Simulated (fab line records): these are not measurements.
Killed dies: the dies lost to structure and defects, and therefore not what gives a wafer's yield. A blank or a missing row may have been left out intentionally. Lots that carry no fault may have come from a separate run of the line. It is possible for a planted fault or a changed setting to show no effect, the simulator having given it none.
A struck lot beside a sound one | flow n5Finfet | 14 out of 1938 route steps
Sound: these wafers, L206.3, L206.5, L206.6. Wafers struck: L200.2, L200.3, L200.4. The cause is named last.
For every step that has rows: the tool of each side, followed by ch and its chambers, followed by its first start. Under that, the readings that differ: sound wafers | struck wafers | difference of the means | sigmas: that difference in standard deviations of wafers without a fault.
alike: a reading whose means differ by less than 2 such deviations, as well as words and numbers matching on both sides. not compared: withheld readings; readings where some wafer has no value; bounds like >300 that might hide an equal value; numbers whose values overlap and for which the record gives no deviation.
A row with sigmas, a row that says differs or no value, or rows on one side alone: a step with any of these is where the two part. When numbers do not overlap yet have no deviation, they are printed without sigmas and do not part them. Lack of a reading on every wafer of one side parts them only where that side has two or more wafers.

first, 5 steps without rows for these wafers: N5_BEOL_M11_EBR_24; N5_BEOL_M11_SOFTBAKE_23 (time 60 s); N5_BEOL_M11_EXPOSE_25 (exposes mask V10); N5_BEOL_M11_PEB_26 (peb time 60 s); N5_BEOL_M11_DEVELOP_27 (develop time 30 s).
N5_BEOL_M11_CD_MEAS_28: the cd target is 70 nm.
  sound on cdSem-03 ch 0, day 14 05:36; struck on cdSem-01 ch 0, day 13 01:59
  alike: cdNm
N5_BEOL_M11_OVL_MEAS_29:
  sound on overlay-02 ch 0, day 14 05:38; struck on overlay-01 ch 0, day 13 02:01
  alike: V10_OVL
N5_BEOL_M11_INSPECT_30: inspects for defects (brightfield).
  sound: defectInspect-01 at day 14 05:39; struck: defectInspect-01 at day 13 02:02
reading        | sound       | struck      | difference | sigmas
rawDefectCount | 319 238 240 | 326 500 527 | +185       | +2
N5_BEOL_M11_DESCUM_33: chemistry O2, time 7.9 s.
  sound on rieDiel-02 ch 1,2,3, day 14 05:44; struck on rieDiel-05 ch 0,1,2, day 13 02:04
  alike: drypumpMotorCurrentA, oesProductAu, rfVppV, showerheadPlenumPTorr, throttleValvePct
  not compared: rfHoursCounterH
N5_BEOL_M11_ETCH_65: etches SiARC in CF4, target depth 39 nm, time 65 s.
  sound on rieDiel-02 ch 1,2,3, day 14 05:47; struck on rieDiel-05 ch 0,1,2, day 13 02:06
  alike: drypumpMotorCurrentA, etchRfOnTimeS, oesProductAu, rfFwdPowerW, rfVppV, showerheadPlenumPTorr, throttleValvePct
  not compared: rfHoursCounterH
N5_BEOL_M11_ETCH_66: etches SOC in N2/H2, target depth 120 nm, overetch 24 nm, time 180 s.
  sound on rieDiel-02 ch 1,2,3, day 14 05:50; struck on rieDiel-05 ch 0,1,2, day 13 02:09
  alike: drypumpMotorCurrentA, oesProductAu, rfFwdPowerW, rfVppV, showerheadPlenumPTorr, throttleValvePct
  not compared: rfHoursCounterH
then, 1 step without rows for these wafers: N5_BEOL_M11_STRIP_69 (strips in N2/H2).
N5_BEOL_M11_VIA_ETCH_34: etches SiCOH lowk in C4F6/O2, target depth 184.5 nm, time 69.2 s.
  sound on rieDiel-02 ch 1,2,3, day 14 05:57; struck on rieDiel-05 ch 0,1,2, day 13 02:16
reading                                  | sound             | struck            | difference | sigmas
oes_f_703_au (a.u.)                      | 0.80 0.71 0.76    | 0.90 1.11 0.98    | +0.24      | +3
rfFwdPowerW (W)                          | 341.3 342.3 342.1 | 422.2 425.5 426.7 | +82.9      | +52
rfVppV (V)                               | 669 659 654       | 593 582 578       | -76        | -8
model.etch.depthNm (nm)                  | 178.5 179.5 177.5 | 200.2 196 199.6   | +20.1      | 
model.SOC_of_BEOL_M11_COAT_63.thkNm (nm) | 91.8 92.2 92      | 90.6 90.8 90.8    | -1.3       | 
  alike: drypumpMotorCurrentA, oesProductAu, showerheadPlenumPTorr, throttleValvePct
  not compared: rfHoursCounterH
then, 1 step without rows for these wafers: N5_BEOL_M11_STRIP_73 (strips in C4F6/O2).

== WHERE THEY PART ==
Last at N5_BEOL_M11_VIA_ETCH_34 as far as this record goes, first at N5_BEOL_M11_INSPECT_30.

WHY: what had been put in by the simulator
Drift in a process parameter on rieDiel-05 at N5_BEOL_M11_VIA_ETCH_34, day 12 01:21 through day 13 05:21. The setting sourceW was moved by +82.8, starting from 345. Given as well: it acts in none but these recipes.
